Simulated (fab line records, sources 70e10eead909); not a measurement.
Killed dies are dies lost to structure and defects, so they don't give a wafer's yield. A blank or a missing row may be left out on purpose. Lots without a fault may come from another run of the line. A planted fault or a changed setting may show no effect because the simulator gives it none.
Which tool did it? | flow nand_harc | 12 lots, 36 wafers sampled, at 4 steps of a route of 1302

WHAT THE GAUGES READ, wafer by wafer
NHARC_A_BLC_CD_MEAS_10: target cd 100 nm.
lot  | measured     | on        | cd_nm (nm)
L771 | day 22 13:04 | cd_sem-03 | 99.9 99.9 99.9
L772 | day 22 16:50 | cd_sem-03 | 99.1 100.3 99.2
L778 | day 25 05:49 | cd_sem-03 | 100.7 100.5 99.8
L781 | day 26 23:08 | cd_sem-01 | 100.0 99.4 99.6
L783 | day 28 11:41 | cd_sem-03 | 100.9 100.5 100.0
L786 | day 28 15:28 | cd_sem-01 | 99.3 100.0 100.3
L784 | day 28 15:59 | cd_sem-02 | 100.3 100.1 99.3
L785 | day 28 22:14 | cd_sem-03 | 99.6 99.3 99.9
L792 | day 30 20:19 | cd_sem-02 | 99.4 99.8 99.7
L791 | day 31 01:16 | cd_sem-03 | 100.2 99.7 99.4
L793 | day 31 12:40 | cd_sem-02 | 98.5 98.3 98.9
L794 | day 32 03:10 | cd_sem-03 | 98.6 100.2 98.7

NHARC_A_BLC_OVL_MEAS_11.
lot  | measured     | on         | overlay_x_nm (nm) | overlay_y_nm (nm)
L771 | day 22 13:09 | overlay-02 | 1.2 1.5 1.2       | 0.6 -0.4 0.9
L772 | day 22 16:55 | overlay-01 | -0.4 -0.5 -0.4    | -0.1 -0.1 -0.6
L778 | day 25 05:55 | overlay-01 | 13.9 13.7 13.9    | 1.2 0.9 1.2
L781 | day 26 23:14 | overlay-02 | -0.8 -0.8 -0.5    | -1.6 -1.4 -1.6
L783 | day 28 11:46 | overlay-01 | 11.9 11.6 11.8    | -0.5 -0.4 -0.9
L786 | day 28 15:33 | overlay-01 | 0.2 -0.2 0.4      | 1.1 0.7 1.0
L784 | day 28 16:04 | overlay-01 | 1.2 0.8 0.8       | -0.4 -0.5 -0.4
L785 | day 28 22:19 | overlay-02 | 0.4 0.6 0.3       | 0.4 -0.1 0.3
L792 | day 30 20:23 | overlay-02 | -0.4 -0.3 -1.1    | 1.7 2.0 1.7
L791 | day 31 01:21 | overlay-02 | -0.6 -0.5 -0.8    | 0.0 0.2 -0.3
L793 | day 31 12:45 | overlay-01 | -0.6 -0.4 0.7     | -1.3 -1.8 -1.6
L794 | day 32 03:14 | overlay-01 | 0.9 1.6 1.4       | 0.9 0.1 0.4

WHICH TOOL RAN EACH LOT (tool, then ch and the chambers of the sampled wafers, then the start)
lot  | NHARC_A_CONTACT_ALD_18              | NHARC_A_BLC_EXPOSE_07
L771 | ald_metal-02 ch 1,2,3, day 22 11:04 | arfi_scanner-02 ch 0, day 22 12:55
L772 | ald_metal-02 ch 0,1, day 22 14:51   | arfi_scanner-03 ch 0, day 22 16:41
L778 | ald_metal-03 ch 1,3, day 25 03:05   | arfi_scanner-03 ch 0, day 25 05:41
L781 | ald_metal-02 ch 0,1,3, day 26 21:17 | arfi_scanner-02 ch 0, day 26 22:59
L783 | ald_metal-02 ch 0,2, day 28 09:38   | arfi_scanner-03 ch 0, day 28 11:32
L786 | ald_metal-03 ch 0,1, day 28 13:26   | arfi_scanner-02 ch 0, day 28 15:20
L784 | ald_metal-03 ch 1,2, day 28 13:55   | arfi_scanner-02 ch 0, day 28 15:51
L785 | ald_metal-02 ch 1,2,3, day 28 20:17 | arfi_scanner-02 ch 0, day 28 22:05
L792 | ald_metal-03 ch 0,2,3, day 30 18:18 | arfi_scanner-02 ch 0, day 30 20:10
L791 | ald_metal-04 ch 0,2,3, day 30 23:13 | arfi_scanner-02 ch 0, day 31 01:08
L793 | ald_metal-03 ch 0,3, day 31 09:55   | arfi_scanner-01 ch 0, day 31 12:32
L794 | ald_metal-02 ch 0,1,3, day 32 01:16 | arfi_scanner-01 ch 0, day 32 03:01
- NHARC_A_CONTACT_ALD_18: deposits TiN, target thk 3 nm, pulse time 1 s, ald cycles 150.
- NHARC_A_BLC_EXPOSE_07: exposes mask A BLC, target cd 100 nm.

WHAT THE TOOLS THEMSELVES READ (means of the sampled wafers that have a number; where no wafer has one, the mark that the record gives instead)
NHARC_A_CONTACT_ALD_18.
lot  | tool         | heater_power_w (W) | precursor_pulse_height_rel
L771 | ald_metal-02 | 1074               | 0.986
L772 | ald_metal-02 | 979                | 1.018
L778 | ald_metal-03 | 1084               | 0.992
L781 | ald_metal-02 | 1039               | 0.979
L783 | ald_metal-02 | 1071               | 0.995
L786 | ald_metal-03 | 948                | 0.978
L784 | ald_metal-03 | 1098               | 0.987
L785 | ald_metal-02 | 1033               | 1.009
L792 | ald_metal-03 | 1042               | 0.995
L791 | ald_metal-04 | 1148               | 0.992
L793 | ald_metal-03 | 1048               | 1.003
L794 | ald_metal-02 | 1039               | 0.997

THE ANSWER, worked out from the rows above alone
Rule: what is usual is taken from the lots themselves. Put in order of their means at a reading, lots are off if they are a third of the lots or fewer, leave a main group of 4 or more, and stand apart from it by a gap of 3 or more times the standard deviation of the main group's means; of several such gaps the widest counts. A main group whose means are all the same, to the digits that the tables above print for the reading, isn't used. A lot without any number at a reading at which 4 lots or more have one is off too. The other lots that the step has rows for count as sound. The gauges are gone through in route order, then the tools' own readings, and for those a lot's mean is taken as printed above. The first step at which some lot is off is used, and at that step the reading that is off furthest; a lot without a number counts as furthest.
Off: L778, L783, at NHARC_A_BLC_OVL_MEAS_11 (overlay_x_nm). The main group: mean 0.2 nm, standard deviation 0.75.
A tool fits if, at a process step before that reading, it ran every lot that is off, and no sound lot after the first of them. The gauges at NHARC_A_BLC_OVL_MEAS_11 are tried like those tools. One fits: arfi_scanner-03 at NHARC_A_BLC_EXPOSE_07. Its last sound lot is L772 (day 22 16:41), its first lot that is off L778 (day 25 05:41): a fault that began between those two fits.

WHAT THE SIMULATOR HAD PUT IN
Scanner matching overlay: arfi_scanner-03, from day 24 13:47 on, at NHARC_A_BLC_EXPOSE_07. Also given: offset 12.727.
Lots struck among those shown: L778, L783. The rule above found the same.
